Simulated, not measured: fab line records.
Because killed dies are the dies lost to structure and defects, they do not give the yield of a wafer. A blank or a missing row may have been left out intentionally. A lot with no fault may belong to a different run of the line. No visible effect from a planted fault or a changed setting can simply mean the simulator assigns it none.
Which tool is to blame? + flow n5_finfet + 60 wafers from 20 lots sampled at 6 of the route's 1938 steps

== WHAT EACH GAUGE READ, for each wafer ==
No reading from a measuring or inspecting step in the record can be judged against a usual standard deviation.

== WHAT TOOL EACH LOT RAN ON (gives the tool, then ch and the chambers of the sampled wafers, and finally the start) ==
| lot  | N5_FIN_CUT_STRIP_24               | N5_DUMMY_GATE_ETCH_36             | N5_SD_EPI_N_ETCH_34               | N5_SD_EPI_N_ETCH_35               | N5_SD_EPI_P_DESCUM_14             | N5_ILD0_CMP_03               |
|------|-----------------------------------|-----------------------------------|-----------------------------------|-----------------------------------|-----------------------------------|------------------------------|
| L074 | rie_diel-06 ch 1,2,3, day 2 05:44 | rie_diel-03 ch 0,1,3, day 2 23:55 | rie_diel-05 ch 0,2,3, day 3 02:24 | rie_diel-05 ch 0,2,3, day 3 02:28 | rie_diel-01 ch 1,2,3, day 3 06:40 | cmp-02 ch 1,2,3, day 3 13:34 |
| L075 | rie_diel-01 ch 0,3, day 2 09:40   | rie_diel-03 ch 1,3, day 3 04:35   | rie_diel-05 ch 0,1, day 3 06:49   | rie_diel-05 ch 0,1, day 3 06:52   | rie_diel-06 ch 0,2, day 3 11:57   | cmp-04 ch 1,3, day 3 19:41   |
| L076 | rie_diel-06 ch 0,1,3, day 2 16:07 | rie_diel-01 ch 0,2,3, day 3 10:35 | rie_diel-04 ch 2,3, day 3 12:41   | rie_diel-04 ch 2,3, day 3 12:44   | rie_diel-06 ch 0,1,2, day 3 16:58 | cmp-01 ch 1,2,3, day 4 00:52 |
| L077 | rie_diel-01 ch 0,1,2, day 2 21:29 | rie_diel-06 ch 1,2, day 3 18:24   | rie_diel-02 ch 1,3, day 3 20:44   | rie_diel-02 ch 1,3, day 3 20:48   | rie_diel-03 ch 0,1,2, day 4 01:06 | cmp-02 ch 2,3, day 4 08:02   |
| L078 | rie_diel-01 ch 2,3, day 3 03:37   | rie_diel-01 ch 0,3, day 3 22:01   | rie_diel-02 ch 0,1,3, day 4 00:31 | rie_diel-02 ch 0,1,3, day 4 00:35 | rie_diel-03 ch 2,3, day 4 05:07   | cmp-02 ch 0,1,3, day 4 12:07 |
| L079 | rie_diel-06 ch 0,2, day 3 09:18   | rie_diel-06 ch 0,2, day 4 04:20   | rie_diel-02 ch 0,1,3, day 4 06:35 | rie_diel-02 ch 0,1,3, day 4 06:38 | rie_diel-03 ch 0,1,2, day 4 11:05 | cmp-01 ch 1,3, day 4 18:08   |
| L081 | rie_diel-06 ch 0,3, day 3 21:13   | rie_diel-03 ch 0,1,2, day 4 16:32 | rie_diel-02 ch 2,3, day 4 23:58   | rie_diel-02 ch 2,3, day 5 00:02   | rie_diel-06 ch 0,3, day 5 05:04   | cmp-01 ch 0,2, day 5 12:04   |
| L082 | rie_diel-03 ch 1,2, day 4 03:46   | rie_diel-03 ch 0,2, day 5 00:53   | rie_diel-04 ch 2,3, day 5 03:58   | rie_diel-04 ch 2,3, day 5 04:01   | rie_diel-01 ch 2,3, day 5 08:23   | cmp-02 ch 0,2,3, day 5 15:40 |
| L084 | rie_diel-01 ch 0,1,3, day 4 14:55 | rie_diel-01 ch 2,3, day 5 13:49   | rie_diel-04 ch 0,1,3, day 5 16:05 | rie_diel-04 ch 0,1,3, day 5 16:08 | rie_diel-03 ch 0,2,3, day 5 20:31 | cmp-02 ch 0,3, day 6 03:26   |
| L085 | rie_diel-01 ch 0,2, day 5 05:50   | rie_diel-01 ch 0,1,2, day 6 00:05 | rie_diel-05 ch 0,1, day 6 02:23   | rie_diel-05 ch 0,1, day 6 02:26   | rie_diel-06 ch 0,2, day 6 06:54   | cmp-04 ch 0,1, day 6 14:40   |
| L086 | rie_diel-06 ch 1,2,3, day 5 09:40 | rie_diel-01 ch 0,1, day 6 04:19   | rie_diel-04 ch 0,1, day 6 06:24   | rie_diel-04 ch 0,1, day 6 06:28   | rie_diel-03 ch 1,3, day 6 10:50   | cmp-01 ch 2,3, day 6 17:47   |
| L087 | rie_diel-03 ch 0,2,3, day 5 11:46 | rie_diel-06 ch 0,1, day 6 08:13   | rie_diel-05 ch 0,1,3, day 6 10:16 | rie_diel-05 ch 0,1,3, day 6 10:20 | rie_diel-06 ch 0,1,2, day 6 14:41 | cmp-02 ch 0,1,2, day 6 21:40 |
| L090 | rie_diel-03 ch 1,2,3, day 6 03:16 | rie_diel-06 ch 1,3, day 6 21:26   | rie_diel-04 ch 1,3, day 6 23:40   | rie_diel-04 ch 1,3, day 6 23:44   | rie_diel-01 ch 1,2, day 7 04:07   | cmp-01 ch 0,2,3, day 7 11:19 |
| L091 | rie_diel-06 ch 0,1, day 6 10:28   | rie_diel-06 ch 0,1, day 7 05:57   | rie_diel-04 ch 2,3, day 7 08:00   | rie_diel-04 ch 2,3, day 7 08:03   | rie_diel-06 ch 1,2,3, day 7 13:07 | cmp-02 ch 2,3, day 7 20:16   |
| L092 | rie_diel-03 ch 1,2,3, day 6 15:02 | rie_diel-06 ch 0,2,3, day 7 10:08 | rie_diel-02 ch 0,1,2, day 7 12:21 | rie_diel-02 ch 0,1,2, day 7 12:24 | rie_diel-03 ch 0,1, day 7 16:38   | cmp-02 ch 1,2, day 7 23:41   |
| L093 | rie_diel-03 ch 2,3, day 6 21:00   | rie_diel-03 ch 1,3, day 7 15:13   | rie_diel-05 ch 1,2,3, day 7 17:31 | rie_diel-05 ch 1,2,3, day 7 17:34 | rie_diel-01 ch 1,2,3, day 7 21:47 | cmp-04 ch 1,2, day 8 05:31   |
| L094 | rie_diel-03 ch 0,1,2, day 7 04:07 | rie_diel-06 ch 0,1,3, day 7 23:29 | rie_diel-04 ch 0,1,3, day 8 01:35 | rie_diel-04 ch 0,1,3, day 8 01:39 | rie_diel-01 ch 0,2,3, day 8 06:07 | cmp-02 ch 0,2,3, day 8 13:16 |
| L095 | rie_diel-06 ch 1,3, day 7 08:29   | rie_diel-03 ch 0,2,3, day 8 04:59 | rie_diel-04 ch 0,2,3, day 8 07:09 | rie_diel-04 ch 0,2,3, day 8 07:13 | rie_diel-01 ch 1,2,3, day 8 12:14 | cmp-04 ch 0,2,3, day 8 19:13 |
| L096 | rie_diel-06 ch 0,2,3, day 7 14:50 | rie_diel-06 ch 0,1,3, day 8 09:17 | rie_diel-04 ch 0,1,3, day 8 11:20 | rie_diel-04 ch 0,1,3, day 8 11:23 | rie_diel-06 ch 0,1,2, day 8 15:42 | cmp-02 ch 0,2,3, day 8 22:52 |
| L097 | rie_diel-06 ch 0,2,3, day 7 21:23 | rie_diel-03 ch 0,1, day 8 15:28   | rie_diel-02 ch 2,3, day 8 17:56   | rie_diel-02 ch 2,3, day 8 17:59   | rie_diel-06 ch 0,1,3, day 8 22:48 | cmp-01 ch 0,1,2, day 9 06:13 |
- N5_FIN_CUT_STRIP_24: strips in CF4.
- N5_DUMMY_GATE_ETCH_36: etches SiARC in CF4, target depth 13 nm.
- N5_SD_EPI_N_ETCH_34: etches SiARC in CF4, target depth 45.5 nm, time 75.8 s.
- N5_SD_EPI_N_ETCH_35: etches SOC in N2/H2, overetch 108 nm, time 486 s.
- N5_SD_EPI_P_DESCUM_14: chemistry O2, time 7.9 s.
- N5_ILD0_CMP_03: polishes, stops on SiNx, t overpolish 1.9 s, target thk 197.38 nm.

== AS READ BY THE TOOLS THEMSELVES (means over the sampled wafers that have a number; for cases with no such wafer, the mark the record gives instead) ==
N5_FIN_CUT_STRIP_24.
| lot  | tool        | drypump_motor_current_A (A) | oes_product_au (a.u.) | rf_vpp_V (V) | showerhead_plenum_p_Torr (Torr) | throttle_valve_pct (%) |
|------|-------------|-----------------------------|-----------------------|--------------|---------------------------------|------------------------|
| L074 | rie_diel-06 | 5.66                        | 0.75                  | 271.8        | 1.82                            | 13.48                  |
| L075 | rie_diel-01 | 5.45                        | 0.82                  | 271.2        | 1.78                            | 13.34                  |
| L076 | rie_diel-06 | 5.50                        | 0.79                  | 271.2        | 1.80                            | 13.46                  |
| L077 | rie_diel-01 | 5.45                        | 0.78                  | 270.9        | 1.83                            | 13.65                  |
| L078 | rie_diel-01 | 5.68                        | 0.75                  | 271.1        | 1.78                            | 13.54                  |
| L079 | rie_diel-06 | 5.77                        | 0.86                  | 272.7        | 1.87                            | 13.19                  |
| L081 | rie_diel-06 | 5.20                        | 0.80                  | 270.5        | 1.76                            | 13.44                  |
| L082 | rie_diel-03 | 5.26                        | 0.78                  | 270.5        | 1.76                            | 13.73                  |
| L084 | rie_diel-01 | 5.46                        | 0.78                  | 271.5        | 1.80                            | 13.51                  |
| L085 | rie_diel-01 | 5.27                        | 0.80                  | 271.7        | 1.81                            | 13.67                  |
| L086 | rie_diel-06 | 5.66                        | 0.83                  | 271.0        | 1.81                            | 13.34                  |
| L087 | rie_diel-03 | 5.52                        | 0.73                  | 270.8        | 1.78                            | 13.79                  |
| L090 | rie_diel-03 | 5.42                        | 0.75                  | 270.1        | 1.75                            | 13.71                  |
| L091 | rie_diel-06 | 5.82                        | 0.91                  | 272.4        | 1.83                            | 13.19                  |
| L092 | rie_diel-03 | 5.39                        | 0.75                  | 270.0        | 1.75                            | 13.73                  |
| L093 | rie_diel-03 | 5.57                        | 0.72                  | 271.2        | 1.78                            | 13.91                  |
| L094 | rie_diel-03 | 5.34                        | 0.75                  | 270.0        | 1.74                            | 13.61                  |
| L095 | rie_diel-06 | 5.37                        | 0.78                  | 270.7        | 1.75                            | 13.49                  |
| L096 | rie_diel-06 | 5.51                        | 0.79                  | 272.0        | 1.80                            | 13.39                  |
| L097 | rie_diel-06 | 5.48                        | 0.79                  | 270.9        | 1.80                            | 13.40                  |

N5_DUMMY_GATE_ETCH_36.
| lot  | tool        | drypump_motor_current_A (A) | oes_product_au (a.u.) | rf_vpp_V (V) | showerhead_plenum_p_Torr (Torr) | throttle_valve_pct (%) |
|------|-------------|-----------------------------|-----------------------|--------------|---------------------------------|------------------------|
| L074 | rie_diel-03 | 5.50                        | 0.76                  | 182.8        | 2.09                            | 15.54                  |
| L075 | rie_diel-03 | 5.37                        | 0.78                  | 182.3        | 2.04                            | 15.48                  |
| L076 | rie_diel-01 | 5.46                        | 0.81                  | 185.0        | 2.13                            | 15.56                  |
| L077 | rie_diel-06 | 5.97                        | 0.73                  | 184.6        | 2.21                            | 15.54                  |
| L078 | rie_diel-01 | 5.27                        | 0.85                  | 184.6        | 2.15                            | 15.56                  |
| L079 | rie_diel-06 | 5.62                        | 0.89                  | 185.1        | 2.20                            | 15.22                  |
| L081 | rie_diel-03 | 5.35                        | 0.77                  | 182.9        | 2.09                            | 15.63                  |
| L082 | rie_diel-03 | 5.40                        | 0.76                  | 185.1        | 2.14                            | 15.85                  |
| L084 | rie_diel-01 | 5.68                        | 0.75                  | 183.9        | 2.11                            | 15.61                  |
| L085 | rie_diel-01 | 5.45                        | 0.77                  | 184.6        | 2.17                            | 15.71                  |
| L086 | rie_diel-01 | 5.24                        | 0.81                  | 184.0        | 2.18                            | 15.71                  |
| L087 | rie_diel-06 | 5.80                        | 0.93                  | 185.4        | 2.19                            | 15.25                  |
| L090 | rie_diel-06 | 5.37                        | 0.79                  | 184.3        | 2.09                            | 15.50                  |
| L091 | rie_diel-06 | 5.62                        | 0.91                  | 183.8        | 2.18                            | 15.25                  |
| L092 | rie_diel-06 | 5.49                        | 0.80                  | 184.3        | 2.15                            | 15.40                  |
| L093 | rie_diel-03 | 5.39                        | 0.76                  | 182.7        | 2.03                            | 15.54                  |
| L094 | rie_diel-06 | 5.48                        | 0.84                  | 184.4        | 2.13                            | 15.39                  |
| L095 | rie_diel-03 | 5.52                        | 0.72                  | 183.7        | 2.13                            | 15.84                  |
| L096 | rie_diel-06 | 5.51                        | 0.84                  | 184.9        | 2.13                            | 15.39                  |
| L097 | rie_diel-03 | 5.45                        | 0.75                  | 183.3        | 2.08                            | 15.48                  |

N5_SD_EPI_N_ETCH_34.
| lot  | tool        | drypump_motor_current_A (A) | etch_rf_on_time_s (s) | oes_product_au (a.u.) | rf_vpp_V (V) | showerhead_plenum_p_Torr (Torr) | throttle_valve_pct (%) |
|------|-------------|-----------------------------|-----------------------|-----------------------|--------------|---------------------------------|------------------------|
| L074 | rie_diel-05 | 5.9                         | 76.1                  | 0.63                  | 184.5        | 2.16                            | 15.67                  |
| L075 | rie_diel-05 | 5.5                         | 75.4                  | 0.68                  | 183.8        | 2.08                            | 15.58                  |
| L076 | rie_diel-04 | 6.0                         | 73.9                  | 0.71                  | 184.1        | 2.12                            | 15.52                  |
| L077 | rie_diel-02 | 5.8                         | 76.2                  | 0.68                  | 184.8        | 2.24                            | 15.42                  |
| L078 | rie_diel-02 | 5.6                         | 75.4                  | 0.73                  | 185.6        | 2.25                            | 15.37                  |
| L079 | rie_diel-02 | 5.6                         | 75.5                  | 0.73                  | 184.9        | 2.25                            | 15.36                  |
| L081 | rie_diel-02 | 6.2                         | 76.0                  | 0.61                  | 184.4        | 2.15                            | 15.64                  |
| L082 | rie_diel-04 | 6.1                         | 74.6                  | 0.73                  | 183.0        | 2.11                            | 15.60                  |
| L084 | rie_diel-04 | 6.1                         | 75.5                  | 0.69                  | 184.3        | 2.15                            | 15.42                  |
| L085 | rie_diel-05 | 5.5                         | 75.8                  | 0.66                  | 184.7        | 2.14                            | 15.51                  |
| L086 | rie_diel-04 | 6.2                         | 75.0                  | 0.68                  | 184.3        | 2.12                            | 15.43                  |
| L087 | rie_diel-05 | 5.7                         | 75.9                  | 0.64                  | 184.3        | 2.14                            | 15.66                  |
| L090 | rie_diel-04 | 6.1                         | 75.7                  | 0.63                  | 183.8        | 2.07                            | 15.51                  |
| L091 | rie_diel-04 | 6.0                         | 74.2                  | 0.67                  | 184.0        | 2.11                            | 15.59                  |
| L092 | rie_diel-02 | 5.7                         | 75.9                  | 0.67                  | 184.3        | 2.21                            | 15.54                  |
| L093 | rie_diel-05 | 5.8                         | 75.9                  | 0.68                  | 183.6        | 2.16                            | 15.66                  |
| L094 | rie_diel-04 | 6.2                         | 74.7                  | 0.67                  | 183.7        | 2.14                            | 15.46                  |
| L095 | rie_diel-04 | 6.2                         | 75.2                  | 0.71                  | 184.1        | 2.16                            | 15.54                  |
| L096 | rie_diel-04 | 6.2                         | 74.5                  | 0.67                  | 183.9        | 2.14                            | 15.47                  |
| L097 | rie_diel-02 | 6.1                         | 77.1                  | 0.61                  | 184.6        | 2.17                            | 15.59                  |

N5_SD_EPI_N_ETCH_35.
| lot  | tool        | drypump_motor_current_A (A) | oes_product_au (a.u.) | rf_vpp_V (V) | showerhead_plenum_p_Torr (Torr) | throttle_valve_pct (%) |
|------|-------------|-----------------------------|-----------------------|--------------|---------------------------------|------------------------|
| L074 | rie_diel-05 | 5.9                         | 0.66                  | 240.2        | 2.56                            | 23.83                  |
| L075 | rie_diel-05 | 5.4                         | 0.71                  | 240.5        | 2.46                            | 23.81                  |
| L076 | rie_diel-04 | 6.0                         | 0.73                  | 239.9        | 2.52                            | 23.78                  |
| L077 | rie_diel-02 | 5.8                         | 0.71                  | 241.7        | 2.66                            | 23.68                  |
| L078 | rie_diel-02 | 5.6                         | 0.77                  | 242.3        | 2.68                            | 23.64                  |
| L079 | rie_diel-02 | 5.6                         | 0.76                  | 242.8        | 2.68                            | 23.63                  |
| L081 | rie_diel-02 | 6.2                         | 0.64                  | 241.6        | 2.56                            | 24.00                  |
| L082 | rie_diel-04 | 6.1                         | 0.77                  | 240.5        | 2.50                            | 23.89                  |
| L084 | rie_diel-04 | 6.2                         | 0.72                  | 240.6        | 2.55                            | 23.61                  |
| L085 | rie_diel-05 | 5.5                         | 0.69                  | 241.0        | 2.55                            | 23.68                  |
| L086 | rie_diel-04 | 6.2                         | 0.71                  | 240.7        | 2.51                            | 23.56                  |
| L087 | rie_diel-05 | 5.7                         | 0.68                  | 241.1        | 2.54                            | 23.88                  |
| L090 | rie_diel-04 | 6.0                         | 0.66                  | 240.4        | 2.45                            | 23.61                  |
| L091 | rie_diel-04 | 6.0                         | 0.70                  | 240.1        | 2.51                            | 23.81                  |
| L092 | rie_diel-02 | 5.7                         | 0.71                  | 240.9        | 2.63                            | 23.81                  |
| L093 | rie_diel-05 | 5.8                         | 0.72                  | 240.8        | 2.56                            | 23.92                  |
| L094 | rie_diel-04 | 6.2                         | 0.70                  | 240.1        | 2.54                            | 23.64                  |
| L095 | rie_diel-04 | 6.2                         | 0.74                  | 240.9        | 2.56                            | 23.78                  |
| L096 | rie_diel-04 | 6.2                         | 0.70                  | 240.9        | 2.54                            | 23.64                  |
| L097 | rie_diel-02 | 6.1                         | 0.64                  | 240.2        | 2.59                            | 23.89                  |

N5_SD_EPI_P_DESCUM_14.
| lot  | tool        | drypump_motor_current_A (A) | oes_product_au (a.u.) | rf_vpp_V (V) | showerhead_plenum_p_Torr (Torr) | throttle_valve_pct (%) |
|------|-------------|-----------------------------|-----------------------|--------------|---------------------------------|------------------------|
| L074 | rie_diel-01 | 5.7                         | 0.76                  | 243.4        | 2.09                            | 20.31                  |
| L075 | rie_diel-06 | 5.8                         | 0.87                  | 244.5        | 2.19                            | 20.07                  |
| L076 | rie_diel-06 | 5.8                         | 0.82                  | 244.1        | 2.17                            | 20.20                  |
| L077 | rie_diel-03 | 5.4                         | 0.77                  | 242.9        | 2.04                            | 20.40                  |
| L078 | rie_diel-03 | 5.6                         | 0.73                  | 243.9        | 2.09                            | 20.75                  |
| L079 | rie_diel-03 | 5.3                         | 0.76                  | 242.1        | 2.04                            | 20.41                  |
| L081 | rie_diel-06 | 5.2                         | 0.80                  | 241.5        | 2.04                            | 20.30                  |
| L082 | rie_diel-01 | 5.7                         | 0.76                  | 242.5        | 2.06                            | 20.38                  |
| L084 | rie_diel-03 | 5.5                         | 0.74                  | 242.9        | 2.09                            | 20.61                  |
| L085 | rie_diel-06 | 5.8                         | 0.83                  | 244.4        | 2.18                            | 20.10                  |
| L086 | rie_diel-03 | 5.4                         | 0.76                  | 241.1        | 1.98                            | 20.31                  |
| L087 | rie_diel-06 | 5.8                         | 0.89                  | 244.5        | 2.16                            | 20.10                  |
| L090 | rie_diel-01 | 5.7                         | 0.73                  | 243.7        | 2.11                            | 20.52                  |
| L091 | rie_diel-06 | 5.7                         | 0.80                  | 243.1        | 2.11                            | 20.23                  |
| L092 | rie_diel-03 | 5.3                         | 0.76                  | 240.5        | 1.98                            | 20.17                  |
| L093 | rie_diel-01 | 5.7                         | 0.74                  | 243.1        | 2.08                            | 20.37                  |
| L094 | rie_diel-01 | 5.5                         | 0.78                  | 243.2        | 2.07                            | 20.41                  |
| L095 | rie_diel-01 | 5.7                         | 0.74                  | 244.4        | 2.08                            | 20.38                  |
| L096 | rie_diel-06 | 5.8                         | 0.86                  | 243.9        | 2.15                            | 20.13                  |
| L097 | rie_diel-06 | 5.5                         | 0.84                  | 243.1        | 2.08                            | 20.23                  |

N5_ILD0_CMP_03.
| lot  | tool   | head_pressure_psi (psi) | motor_current_A (A) | overpolish_run_s (s) | time_to_endpoint_s (s) |
|------|--------|-------------------------|---------------------|----------------------|------------------------|
| L074 | cmp-02 | 4.144                   | 11.8                | 1.905                | 71                     |
| L075 | cmp-04 | 4.143                   | 12.8                | 1.901                | 65                     |
| L076 | cmp-01 | 4.143                   | 12.1                | 1.896                | 71                     |
| L077 | cmp-02 | 4.141                   | 12.4                | 1.891                | 76                     |
| L078 | cmp-02 | 4.147                   | 12.0                | 1.895                | 75                     |
| L079 | cmp-01 | 4.159                   | 11.6                | 1.908                | 75                     |
| L081 | cmp-01 | 4.148                   | 11.9                | 1.899                | 74                     |
| L082 | cmp-02 | 4.141                   | 12.0                | 1.895                | 75                     |
| L084 | cmp-02 | 4.144                   | 11.9                | 1.907                | 73                     |
| L085 | cmp-04 | 4.140                   | 12.5                | 1.890                | 68                     |
| L086 | cmp-01 | 4.153                   | 11.0                | 1.913                | 77                     |
| L087 | cmp-02 | 4.151                   | 11.8                | 1.901                | 68                     |
| L090 | cmp-01 | 4.163                   | 11.5                | 1.894                | 77                     |
| L091 | cmp-02 | 4.153                   | 12.6                | 1.898                | 72                     |
| L092 | cmp-02 | 4.146                   | 11.9                | 1.907                | 71                     |
| L093 | cmp-04 | 4.151                   | 13.0                | 1.908                | 70                     |
| L094 | cmp-02 | 4.150                   | 12.4                | 1.905                | 72                     |
| L095 | cmp-04 | 4.148                   | 12.7                | 1.905                | 69                     |
| L096 | cmp-02 | 4.146                   | 12.4                | 1.903                | 75                     |
| L097 | cmp-01 | 4.143                   | 12.8                | 1.900                | 82                     |

== THE ANSWER, worked out from the rows above alone ==
Rule: what is usual is taken from the lots themselves. The widest of any qualifying gaps counts: lots, ordered by their means at a reading, are off when they make up no more than a third of the lots, leave a main group of 4 or more, and stand apart from it by 3 or more times the standard deviation of that group's means. A main group whose means are all the same, to the digits that the tables above print for the reading, isn't used. A lot without any number at a reading at which 4 lots or more have one is off too. Any other lot the step has rows for is counted as sound. First the gauges in route order, then the tools' own readings, where a lot's mean is used as printed above. The first step at which some lot is off is used, and at that step the reading that is off furthest; a lot without a number counts as furthest.
No lot is off at any reading shown: from this, nothing can be told.

== WHAT THE SIMULATOR PUT IN ==
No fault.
